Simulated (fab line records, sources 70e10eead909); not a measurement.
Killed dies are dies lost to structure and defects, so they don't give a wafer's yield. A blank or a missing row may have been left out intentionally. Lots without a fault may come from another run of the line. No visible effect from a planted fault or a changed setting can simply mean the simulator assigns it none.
Which tool is to blame? | flow nand-harc | 14 lots with 42 wafers sampled at 4 steps, on a route of 1302 steps

## WHAT THE GAUGES SHOWED, per wafer
NHARC_A_CONTACT_OVL_MEAS_43.
lot  | measured     | on         | overlay-x-nm (nm) | overlay-y-nm (nm)
L802 | day 21 19:15 | overlay-02 | 0.3 0.4 -0.1      | -0.8 -0.8 -1.3
L804 | day 22 04:41 | overlay-02 | 1.2 1.6 1.3       | 0.0 -0.3 -0.9
L805 | day 23 08:05 | overlay-02 | 1.2 1.4 1.3       | -1.0 -0.9 -1.3
L806 | day 24 00:23 | overlay-02 | 1.5 1.3 0.6       | 1.0 0.8 1.0
L807 | day 24 11:44 | overlay-01 | -0.9 -1.1 -1.3    | 0.4 0.6 1.3
L809 | day 25 11:11 | overlay-02 | -0.7 -0.7 -0.6    | -0.2 -0.4 0.0
L812 | day 25 21:52 | overlay-01 | -0.6 -1.0 -1.0    | -0.3 -0.5 -0.5
L814 | day 26 08:13 | overlay-02 | 1.1 1.0 0.8       | 1.7 1.7 1.5
L818 | day 28 14:50 | overlay-01 | 0.7 0.3 0.1       | 0.4 0.4 0.8
L819 | day 29 14:10 | overlay-01 | -0.3 0.0 -0.8     | 0.4 0.5 0.6
L821 | day 29 14:01 | overlay-02 | -0.6 -0.6 -0.5    | -1.4 -1.4 -1.6
L820 | day 29 19:29 | overlay-02 | 0.4 0.3 0.2       | -2.4 -2.9 -2.5
L822 | day 30 14:44 | overlay-02 | -0.5 -0.5 -0.5    | 0.3 0.9 0.8
L824 | day 31 00:29 | overlay-02 | 0.3 -0.2 -0.5     | -0.1 0.2 0.3

## TOOL THAT RAN EACH LOT (tool first, then ch and the chambers of the sampled wafers, then the start)
lot  | NHARC_A_WL_FILL_CVD_03        | NHARC_A_WL_FILL_STRIP_27             | NHARC_A_CONTACT_SOFTBAKE_37
L802 | cvd-w-02 ch 0,1, day 20 19:10 | plasma-asher-02 ch 0,1, day 20 19:56 | litho-track-01 ch 0, day 21 18:00
L804 | cvd-w-02 ch 0,1, day 21 07:05 | plasma-asher-02 ch 0,1, day 21 07:47 | litho-track-04 ch 0, day 22 04:00
L805 | cvd-w-01 ch 0,1, day 22 02:37 | plasma-asher-01 ch 0,1, day 22 03:18 | litho-track-04 ch 0, day 23 07:00
L806 | cvd-w-02 ch 1, day 23 01:14   | plasma-asher-01 ch 0,1, day 23 02:09 | litho-track-01 ch 0, day 23 23:00
L807 | cvd-w-01 ch 0,1, day 23 07:27 | plasma-asher-01 ch 0,1, day 23 08:13 | litho-track-01 ch 0, day 24 11:00
L809 | cvd-w-01 ch 0,1, day 24 10:59 | plasma-asher-02 ch 0,1, day 24 11:44 | litho-track-01 ch 0, day 25 10:00
L812 | cvd-w-02 ch 0,1, day 24 21:31 | plasma-asher-02 ch 0,1, day 24 22:17 | litho-track-06 ch 0, day 25 21:00
L814 | cvd-w-02 ch 0,1, day 25 09:12 | plasma-asher-02 ch 0,1, day 25 09:55 | litho-track-01 ch 0, day 26 07:00
L818 | cvd-w-01 ch 0,1, day 27 15:53 | plasma-asher-01 ch 0,1, day 27 16:37 | litho-track-04 ch 0, day 28 14:00
L819 | cvd-w-02 ch 1, day 28 10:19   | plasma-asher-01 ch 0,1, day 28 11:20 | litho-track-04 ch 0, day 29 13:00
L821 | cvd-w-01 ch 0,1, day 28 12:11 | plasma-asher-01 ch 1, day 28 13:14   | litho-track-06 ch 0, day 29 13:00
L820 | cvd-w-01 ch 0,1, day 28 15:16 | plasma-asher-02 ch 0,1, day 28 16:00 | litho-track-01 ch 0, day 29 18:00
L822 | cvd-w-02 ch 0,1, day 29 15:01 | plasma-asher-02 ch 0,1, day 29 15:46 | litho-track-04 ch 0, day 30 14:00
L824 | cvd-w-01 ch 0,1, day 30 00:21 | plasma-asher-02 ch 0,1, day 30 01:06 | litho-track-04 ch 0, day 30 23:00
- NHARC_A_WL_FILL_CVD_03: deposits W, target thk 40 nm, time 279 s.
- NHARC_A_WL_FILL_STRIP_27: strips in N2/H2, time 20 s.
- NHARC_A_CONTACT_SOFTBAKE_37: time 55 s.

## WHAT THE TOOLS THEMSELVES READ (means of the sampled wafers that have a number; where no wafer has one, the mark that the record gives instead)
NHARC_A_WL_FILL_CVD_03.
lot  | tool     | heater-power-w (W) | throttle-valve-pct (%)
L802 | cvd-w-02 | 462                | 7.9
L804 | cvd-w-02 | 461                | 8.0
L805 | cvd-w-01 | 446                | 8.2
L806 | cvd-w-02 | 485                | 8.4
L807 | cvd-w-01 | 438                | 7.9
L809 | cvd-w-01 | 439                | 8.1
L812 | cvd-w-02 | 455                | 8.0
L814 | cvd-w-02 | 457                | 8.0
L818 | cvd-w-01 | 448                | 8.4
L819 | cvd-w-02 | 455                | 8.1
L821 | cvd-w-01 | 443                | 8.0
L820 | cvd-w-01 | 446                | 8.1
L822 | cvd-w-02 | 441                | 8.0
L824 | cvd-w-01 | 448                | 8.3

NHARC_A_WL_FILL_STRIP_27.
lot  | tool            | drypump-motor-current-A (A) | heater-power-w (W)
L802 | plasma-asher-02 | 6.3                         | 361
L804 | plasma-asher-02 | 6.3                         | 354
L805 | plasma-asher-01 | 5.3                         | 323
L806 | plasma-asher-01 | 5.2                         | 313
L807 | plasma-asher-01 | 5.1                         | 318
L809 | plasma-asher-02 | 6.3                         | 353
L812 | plasma-asher-02 | 6.0                         | 353
L814 | plasma-asher-02 | 6.3                         | 350
L818 | plasma-asher-01 | 5.1                         | 316
L819 | plasma-asher-01 | 5.1                         | 316
L821 | plasma-asher-01 | 5.1                         | 320
L820 | plasma-asher-02 | 6.3                         | 354
L822 | plasma-asher-02 | 6.0                         | 350
L824 | plasma-asher-02 | 6.0                         | 355

NHARC_A_CONTACT_SOFTBAKE_37.
lot  | tool           | heater-power-total-W (W)
L802 | litho-track-01 | 188.45
L804 | litho-track-04 | 188.49
L805 | litho-track-04 | 188.55
L806 | litho-track-01 | 188.40
L807 | litho-track-01 | 188.53
L809 | litho-track-01 | 186.54
L812 | litho-track-06 | 188.38
L814 | litho-track-01 | 186.63
L818 | litho-track-04 | 188.37
L819 | litho-track-04 | 188.37
L821 | litho-track-06 | 188.48
L820 | litho-track-01 | 188.48
L822 | litho-track-04 | 188.44
L824 | litho-track-04 | 188.32

## THE ANSWER, worked out from the rows above alone
Rule: the usual values come from the lots themselves. The widest of any qualifying gaps counts: lots, ordered by their means at a reading, are off when they make up no more than a third of the lots, leave a main group of 4 or more, and stand apart from it by 3 or more times the standard deviation of that group's means. Not used: any main group whose means are identical at the precision the tables above print for the reading. A lot without any number at a reading at which 4 lots or more have one is off too. The other lots that the step has rows for count as sound. After the gauges, taken in route order, come the tools' own readings; for these a lot's mean is taken, as printed above. At the first step where some lot is off, the reading lying furthest off is the one used; lots without a number count as furthest.
Off, at NHARC_A_CONTACT_SOFTBAKE_37 on heater-power-total-W: L809, L814. The main group has a mean of 188.44 W with a standard deviation of 0.068.
If a tool, at that step or one of the process steps before it, ran each lot that is off and ran no sound lot following the first of them, it fits. Not one of the candidates tried fits.

## WHAT THE SIMULATOR HAD PUT IN
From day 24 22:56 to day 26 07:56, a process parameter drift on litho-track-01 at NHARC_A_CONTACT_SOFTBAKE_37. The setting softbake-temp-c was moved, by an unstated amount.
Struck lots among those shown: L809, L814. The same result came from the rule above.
